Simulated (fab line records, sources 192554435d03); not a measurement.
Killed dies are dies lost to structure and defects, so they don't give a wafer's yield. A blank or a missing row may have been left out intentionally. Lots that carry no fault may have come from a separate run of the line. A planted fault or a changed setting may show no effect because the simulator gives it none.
3 desks, one fault ; flow n5_finfet ; what lay behind the numbers comes last; until then each desk has only its own

## AT THE METROLOGY DESK
What the gauges read, lot by lot, whatever tool the lot ran on: means of the sampled wafers that have a number. Marked OUT: a lot whose mean sits more than 4 standard deviations from the usual mean, which makes it out of limits; the brackets give that distance.
Columns: A = M14_THK at N5_BEOL_M14_THK_MEAS_50, usual 555 nm; B = M14_RS at N5_BEOL_M14_RS_MEAS_54, usual 0.0331 ohm/sq; C = M15_ILD_THK at N5_BEOL_M15_THK_MEAS_01, usual 1631 nm
lot;first seen here;A;B;C
L677;day 12 08:11;538;0.0340;1649
L685;day 14 22:23;568;0.0328;1655
L689;day 15 08:58;555;0.0327;1601
L690;day 15 21:30;561;0.0329;1659
L691;day 16 13:25;562;0.0327;1641
L694;day 17 15:12;571;0.0315;1618
This desk's verdict: no lot among the 6 shows anything out of limits.

## THE TOOL OWNER'S DESK: litho_track-01
The tool's own readings at N5_BEOL_M15_PEB_08 (peb time 90 s): means of the sampled wafers that have a number, for each lot that ran on this tool. Marked OUT: a lot whose mean sits more than 4 standard deviations from the usual mean, which makes it out of limits; the brackets give that distance.
Columns: A = chill_plate_temp_C at N5_BEOL_M15_PEB_08, usual 23.04 C; B = exhaust_pa at N5_BEOL_M15_PEB_08, usual 44.8 Pa
lot;first seen here;A;B
L677;day 12 08:53;22.99;45.5
L685;day 14 23:01;23.04;44.6
L694;day 17 15:59;23.12;42.9
This desk's verdict: no lot among the 3 shows anything out of limits.

## THE DEFECT DESK
Inspection counts along the route, by lot: the mean over sampled wafers that carry a number. Marked OUT: a lot whose mean sits more than 4 standard deviations from the usual mean, which makes it out of limits; the brackets give that distance.
Columns: A = raw_defect_count at N5_BEOL_M14_INSPECT_55, usual 83
lot;first seen here;A
L677;day 12 08:20;118
L685;day 14 22:33;90
L689;day 15 09:07;63
L690;day 15 21:39;104
L691;day 16 13:34;54
L694;day 17 15:23;56
This desk's verdict: no lot among the 6 shows anything out of limits.

## TAKEN TOGETHER
Nothing out of limits was seen by the metrology desk.
The desk of the tool owner found nothing out of limits.
The defect desk saw nothing out of limits.

## WHAT THE SIMULATOR HAD INSERTED
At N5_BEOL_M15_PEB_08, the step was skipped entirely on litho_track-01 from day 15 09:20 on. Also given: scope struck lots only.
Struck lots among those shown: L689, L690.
